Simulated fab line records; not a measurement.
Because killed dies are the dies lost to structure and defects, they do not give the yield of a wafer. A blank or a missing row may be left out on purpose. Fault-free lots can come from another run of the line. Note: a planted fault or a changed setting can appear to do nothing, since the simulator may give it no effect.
A lot that was struck, set against a sound lot || flow n5-finfet || 15 out of 1938 route steps
Sound: these wafers, L271.1, L271.2, L271.4. Struck: wafer L281.4; the same lot's L281.5 was not struck, so it is left out; see the end for the cause.
Order at every step that has rows: each side's tool, ch and its chambers, its first start. Under that, the readings that differ: sound wafers || struck wafers || difference of the means || sigmas: that difference in standard deviations of wafers without a fault.
alike: a reading whose means differ by less than 2 such deviations, as well as words and numbers matching on both sides. not compared: withheld readings; readings where some wafer has no value; bounds like >300 that might hide an equal value; numbers whose values overlap and for which the record gives no deviation.
Wherever a step has rows on one side only, a row that says differs or no value, or a row with sigmas, the two part there. Numbers that have no deviation but don't overlap get no sigmas and don't part them. A reading that every wafer of one side lacks parts them only if that side has two wafers or more.

first, 3 steps without rows for these wafers: N5_SDB_PRECLEAN_38 (cleans in dHF, time 10 s); N5_SDB_PRECLEAN_39 (cleans in O3/DIW, time 45 s); N5_SDB_SRD_28 (time 30 s).
N5_SDB_ALD_29: deposits SiNx, target thk 30 nm, pulse time 1 s, ald cycles 600.
  sound on ald-sin-02 ch 0,1,2, day 4 16:58; struck on ald-sin-01 ch 1, day 7 04:40
{"reading": "heater-power-w (W)", "sound": "761 674 721", "struck": 916, "difference": "+197", "sigmas": "+2"}
  alike: chamber-pressure-Torr, precursor-pulse-height-rel
N5_SDB_CMP_30: polishes, stops on poly-Si, t overpolish 1.54 s, target thk 30 nm.
  sound on cmp-04 ch 0,2,3, day 4 19:43; struck on cmp-03 ch 0, day 7 06:05
{"reading": "motor-current-A (A)", "sound": "10.1 12.2 13.4", "struck": 17.1, "difference": "+5.2", "sigmas": "+3"}
{"reading": "time-to-endpoint-s (s)", "sound": "20.3 15.8 17.8", "struck": 12.5, "difference": -5.5, "sigmas": -2}
  alike: overpolish-run-s, platen-rpm
N5_SDB_THK_MEAS_31:
  struck on film-metro-02, day 7 06:20; sound on film-metro-01, day 4 20:00
  alike: SDB_THK
N5_SDB_INSPECT_36: inspects for defects (darkfield).
  struck on defect-inspect-02, day 7 06:22; sound on defect-inspect-02, day 4 20:02
  alike: raw-defect-count
N5_DUMMY_REMOVAL_HM_STRIP_01: strips SiNx in CH3F/O2, stops on poly-Si, target depth 4 nm, time 6.8 s.
  sound on rie-diel-02 ch 0,3, day 4 20:19; struck on rie-diel-02 ch 0, day 7 06:40
{"reading": "throttle-valve-pct (%)", "sound": "15.90 16.90 16.91", "struck": 15.93, "difference": -0.64, "sigmas": -3}
  alike: chamber-pressure-mTorr, drypump-motor-current-A, oes-product-au, rf-vpp-V, showerhead-plenum-p-Torr
  not compared: rf-hours-counter-h
N5_DUMMY_REMOVAL_STRIP_10: strips in N2/H2, time 40 s.
  sound on rie-diel-02 ch 0,3, day 4 20:22; struck on rie-diel-02 ch 0, day 7 06:42
{"reading": "throttle-valve-pct (%)", "sound": "11.79 12.68 12.69", "struck": 11.86, "difference": -0.53, "sigmas": -2}
  alike: chamber-pressure-mTorr, drypump-motor-current-A, oes-product-au, rf-vpp-V, showerhead-plenum-p-Torr
  not compared: rf-hours-counter-h
then, 2 steps without rows for these wafers: N5_DUMMY_REMOVAL_PRECLEAN_07 (cleans in dHF, time 30 s); N5_DUMMY_REMOVAL_DUMMY_REMOVE_02 (chemistry TMAH, target poly-Si, stops on SiO2, target depth 142 nm, time 57 s, rinse time 30 s).
N5_DUMMY_REMOVAL_INSPECT_06: inspects for defects (brightfield).
  struck on defect-inspect-02, day 7 06:52; sound on defect-inspect-02, day 4 20:31
  alike: raw-defect-count
N5_DUMMY_REMOVAL_PRECLEAN_08: cleans in NF3:NH3, afs cycles 2, time 20 s, sublimation time 60 s.
  sound on remote-plasma-01 ch 1, day 4 20:34; struck on remote-plasma-01 ch 0, day 7 06:59
{"reading": "time-s (s)", "sound": "20 20 20", "struck": 17.865, "difference": -2.135, "sigmas": ""}
then, 1 step without rows for these wafers: N5_DUMMY_REMOVAL_PRECLEAN_04 (cleans in DHF, time 37 s).
N5_PASSIVATION_PROBE_49:
  sound wafers here have rows in the record (prober-02, day 14 13:34); struck ones have none

## WHERE THEY PART
Earliest at N5_SDB_ALD_29; latest, in this record, at N5_PASSIVATION_PROBE_49.

WHY: what the simulator had put in
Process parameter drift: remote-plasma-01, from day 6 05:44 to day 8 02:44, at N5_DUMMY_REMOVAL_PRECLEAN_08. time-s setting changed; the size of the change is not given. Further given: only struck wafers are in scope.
